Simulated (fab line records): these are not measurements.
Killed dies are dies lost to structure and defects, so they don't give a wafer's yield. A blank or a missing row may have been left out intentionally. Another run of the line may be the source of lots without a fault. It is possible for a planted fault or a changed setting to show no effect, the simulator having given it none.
Matching of chambers    flow nandHarc    pecvd-01 running NHARC_P_CONTACT_DEP_30: 3 sister chambers
The step deposits SiNx, target thk 30 nm. 3 wafers are shown with their chamber, then 7 later ones without.

EACH WAFER AND ITS CHAMBER
wafer   chamber  heaterPowerW (W)
L083.1  2        561
L083.5  0        628
L089.5  1        742

WAFERS WITHOUT THEIR CHAMBER
wafer   heaterPowerW (W)
L089.6  605
L090.1  747
L090.3  637
L090.5  646
L096.1  636
L096.3  735
L096.6  744

THE CHAMBER EACH PASSED THROUGH
wafer    from the rows above       in truth
L089.6   can't be placed: 0 or 2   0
L090.1   1                         1
L090.3   0                         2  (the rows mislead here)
L090.5   0                         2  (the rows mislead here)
L096.1   0                         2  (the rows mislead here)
L096.3   1                         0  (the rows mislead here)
L096.6   1                         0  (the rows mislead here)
Correctly placed: 1 of 7. Can't be placed from these rows: 1 (the true chamber is among the candidates in 1). Number placed wrongly: 5.
How it was worked out, from the rows above alone: a wafer's distance from a chamber is the root of the sum, over the readings, of the square of ((its reading less the chamber's mean) divided by the reading's scatter). If the next closest chamber is less than 2 further off than the closest, the wafer can't be placed; otherwise it belongs to the closest. For every chamber, the mean is computed from those of its wafers that are shown. The scatter: root of mean squared gap, hidden wafer to nearest shown wafer, with one shown wafer a chamber.
